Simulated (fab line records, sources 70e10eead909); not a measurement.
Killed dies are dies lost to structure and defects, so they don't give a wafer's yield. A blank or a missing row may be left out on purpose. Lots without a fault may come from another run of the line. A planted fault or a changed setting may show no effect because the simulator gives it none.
Which tool did it? | flow nand_harc | 12 lots, 36 wafers sampled, at 3 steps of a route of 1159

WHAT THE GAUGES READ, wafer by wafer
NHARC_P_M0_INSPECT_27. Usual: raw_defect_count 296, standard deviation 140.
lot  | measured     | on                | raw_defect_count | flag
L925 | day 5 17:45  | defect_inspect-01 | 324 194 413      |
L926 | day 6 03:51  | defect_inspect-01 | 179 129 341      |
L928 | day 6 17:17  | defect_inspect-02 | 269 527 323      |
L929 | day 7 02:31  | defect_inspect-02 | 197 166 161      |
L930 | day 7 02:34  | defect_inspect-01 | 432 581 300      |
L931 | day 7 23:30  | defect_inspect-01 | 248 227 139      |
L933 | day 8 00:02  | defect_inspect-02 | 402 317 179      |
L935 | day 8 17:16  | defect_inspect-02 | 276 304 405      |
L936 | day 9 02:05  | defect_inspect-01 | 175 114 560      |
L937 | day 9 02:43  | defect_inspect-01 | 392 443 306      |
L945 | day 10 23:48 | defect_inspect-01 | 289 306 187      |
L947 | day 11 08:01 | defect_inspect-02 | 328 202 267      |

NHARC_P_M1_CD_MEAS_09: target cd 130 nm. Usual: cd_nm 130.1 nm, standard deviation 0.43.
lot  | measured     | on        | cd_nm (nm)        | flag
L925 | day 5 19:07  | cd_sem-02 | 130.4 130.1 130.0 |
L926 | day 6 05:15  | cd_sem-03 | 129.8 130.7 130.3 |
L928 | day 6 18:33  | cd_sem-01 | 130.9 129.9 131.1 |
L929 | day 7 03:56  | cd_sem-01 | 130.6 130.5 130.8 |
L930 | day 7 04:09  | cd_sem-02 | 130.6 129.6 130.5 |
L931 | day 8 00:46  | cd_sem-03 | 130.4 129.6 130.4 |
L933 | day 8 01:25  | cd_sem-01 | 129.1 129.0 129.8 |
L935 | day 8 19:19  | cd_sem-02 | 130.4 130.3 130.0 |
L936 | day 9 03:22  | cd_sem-01 | 129.6 129.9 130.2 |
L937 | day 9 04:07  | cd_sem-01 | 130.2 129.7 130.0 |
L945 | day 11 02:35 | cd_sem-03 | 129.9 130.1 129.8 |
L947 | day 11 09:33 | cd_sem-02 | 129.7 130.2 130.4 |

NHARC_P_M1_OVL_MEAS_10: pitch 260 nm. Usual: overlay_x_nm 0.0 nm, standard deviation 0.74; overlay_y_nm 0.0 nm, standard deviation 0.84.
lot  | measured     | on         | overlay_x_nm (nm) | overlay_y_nm (nm) | flag
L925 | day 5 19:13  | overlay-01 | -1.2 -1.3 -1.3    | 0.1 0.1 0.4       |
L926 | day 6 05:20  | overlay-01 | 0.4 -0.1 -0.3     | -0.9 -1.5 -0.9    |
L928 | day 6 18:38  | overlay-01 | -1.8 -1.3 -1.7    | 0.2 -0.4 -0.2     |
L929 | day 7 04:01  | overlay-02 | -0.6 0.1 0.1      | -0.5 0.0 -0.4     |
L930 | day 7 04:14  | overlay-02 | 1.0 0.4 0.0       | -1.1 -1.0 -0.5    |
L931 | day 8 00:52  | overlay-02 | 0.9 1.0 1.0       | -0.8 -0.6 -1.1    |
L933 | day 8 01:30  | overlay-01 | -0.4 -0.4 -0.8    | 0.5 -0.2 -0.1     |
L935 | day 8 19:24  | overlay-02 | -0.5 -1.0 -0.6    | 0.1 -0.4 0.5      |
L936 | day 9 03:28  | overlay-01 | -0.4 0.4 -0.1     | -0.7 -1.2 -1.4    |
L937 | day 9 04:12  | overlay-02 | 0.6 0.8 0.2       | -1.0 -0.9 -0.5    |
L945 | day 11 02:41 | overlay-01 | -0.7 -0.8 -0.4    | -1.1 -0.9 -0.6    |
L947 | day 11 09:38 | overlay-02 | -0.7 -0.8 -0.6    | 0.7 0.2 -0.1      |

WHICH TOOL RAN EACH LOT (tool, then ch and the chambers of the sampled wafers, then the start)
The record holds no process step before these readings.

WHAT THE TOOLS THEMSELVES READ (means of the sampled wafers that have a number; where no wafer has one, the mark that the record gives instead)
The record holds no such reading with a usual standard deviation.

THE ANSWER, worked out from the rows above alone
Rule: a lot is off if the mean of its wafers that have a number lies more than 3 standard deviations from the usual mean. A lot without any number at a reading at which 4 lots or more have one is off too. The other lots that the step has rows for count as sound. The gauges are gone through in route order, then the tools' own readings, and for those a lot's mean is taken as printed above. The first step at which some lot is off is used, and at that step the reading that is off furthest; a lot without a number counts as furthest.
No lot is off at any reading shown: from this, nothing can be told.

WHAT THE SIMULATOR HAD PUT IN
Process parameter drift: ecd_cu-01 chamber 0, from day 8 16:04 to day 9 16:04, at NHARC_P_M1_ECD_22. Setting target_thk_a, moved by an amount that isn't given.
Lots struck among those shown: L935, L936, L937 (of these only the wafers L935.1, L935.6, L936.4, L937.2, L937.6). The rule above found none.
